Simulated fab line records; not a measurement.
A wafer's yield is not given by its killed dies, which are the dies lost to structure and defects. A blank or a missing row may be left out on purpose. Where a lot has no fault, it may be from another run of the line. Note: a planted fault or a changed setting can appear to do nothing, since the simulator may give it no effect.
What tool caused it?	flow n5-finfet	27 wafers from 9 lots sampled at 5 of the route's 1938 steps

WHAT THE GAUGES READ, wafer by wafer
N5_BEOL_M4_RC_MEAS_101.
lot	measured	on	RC_N (ohm.um)
L483	day 9 00:46	prober-02	15.2 15.5 15.1
L484	day 9 02:31	prober-02	16.1 15.7 16.1
L487	day 9 11:06	prober-01	15.5 15.7 15.3
L491	day 11 02:02	prober-02	15.4 15.3 16.2
L494	day 11 09:05	prober-01	57.6 56.1 56.6
L495	day 12 01:31	prober-01	58.4 57.3 58.1
L496	day 12 00:05	prober-02	56.0 56.3 56.6
L498	day 12 18:07	prober-02	15.5 15.8 15.5
L502	day 13 08:45	prober-02	15.7 15.1 15.3

EACH LOT AND THE TOOL THAT RAN IT (in order: tool; ch and the chambers of the sampled wafers; start)
lot	N5_MOL_CONTACT_COAG_STRIP_98	N5_MOL_CONTACT_COAG_SIL_ANNEAL_21	N5_MOL_CONTACT_COAG_PRE_CLEAN_141	N5_MOL_CONTACT_COAG_CMP_23
L483	rie-diel-06 ch 0,1,2, day 5 15:16	rtp-anneal-02 ch 0, day 5 16:34	pvd-sputter-03, day 5 18:48	cmp-01 ch 1,2,3, day 5 22:22
L484	rie-diel-05 ch 0,1,3, day 5 23:01	rtp-anneal-02 ch 0, day 6 00:06	pvd-sputter-01, day 6 00:15	cmp-03 ch 1,2,3, day 6 04:29
L487	rie-diel-06 ch 0,2,3, day 6 16:23	rtp-anneal-01 ch 0, day 6 17:43	pvd-sputter-03, day 6 19:41	cmp-02 ch 2,3, day 6 22:06
L491	rie-diel-04 ch 0,2,3, day 7 18:59	rtp-anneal-01 ch 0, day 7 20:08	pvd-sputter-02, day 7 21:47	cmp-02 ch 0,2,3, day 8 00:25
L494	rie-diel-04 ch 0,1,3, day 8 11:48	rtp-anneal-02, day 8 13:18	pvd-sputter-02, day 8 14:05	cmp-01 ch 0,1, day 8 17:28
L495	rie-diel-05 ch 0,1, day 8 21:37	rtp-anneal-02, day 9 00:11	pvd-sputter-03, day 9 01:08	cmp-03 ch 1,2, day 9 03:55
L496	rie-diel-06 ch 2,3, day 9 00:43	rtp-anneal-02, day 9 03:50	pvd-sputter-03, day 9 04:15	cmp-03 ch 1,2,3, day 9 07:10
L498	rie-diel-05 ch 0,3, day 9 17:56	rtp-anneal-01 ch 0, day 9 19:11	pvd-sputter-01, day 9 21:04	cmp-01 ch 0,1,2, day 10 01:23
L502	rie-diel-06 ch 0,2, day 10 13:10	rtp-anneal-01 ch 0, day 10 14:41	pvd-sputter-01, day 10 15:10	cmp-01 ch 0,1, day 10 18:31
- N5_MOL_CONTACT_COAG_STRIP_98: strips in N2/H2.
- N5_MOL_CONTACT_COAG_SIL_ANNEAL_21: time 60 s.
- N5_MOL_CONTACT_COAG_PRE_CLEAN_141: time 60 s.
- N5_MOL_CONTACT_COAG_CMP_23: polishes, stops on SiO2, t overpolish 1.5 s, target thk 0 nm.

THE ANSWER, worked out from the rows above alone
Rule: the usual values come from the lots themselves. The widest of any qualifying gaps counts: lots, ordered by their means at a reading, are off when they make up no more than a third of the lots, leave a main group of 4 or more, and stand apart from it by 3 or more times the standard deviation of that group's means. If all means in a main group match to the digits the tables above print for the reading, that group is not used. Also off: a lot with no number at a reading for which 4 or more lots have one. Where the step has rows for the other lots, those lots are counted as sound.
Off: L494, L495, L496, seen at N5_BEOL_M4_RC_MEAS_101 (RC_N). The main group: mean 15.6 ohm.um, standard deviation 0.22.
A tool fits if, at a process step before that reading, it ran every lot that is off, and no sound lot after the first of them. The gauges at N5_BEOL_M4_RC_MEAS_101 are tried like those tools. One candidate fits, namely rtp-anneal-02 at N5_MOL_CONTACT_COAG_SIL_ANNEAL_21. A fault onset in the window from L484 (day 6 00:06, its last sound lot) to L494 (day 8 13:18, its first lot off) fits.

WHAT THE SIMULATOR HAD INSERTED
Entire step skipped (rtp-anneal-02, N5_MOL_CONTACT_COAG_SIL_ANNEAL_21), from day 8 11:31 onward. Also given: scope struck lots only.
Struck lots among those shown: L494, L496, L495. The rule above found the same.
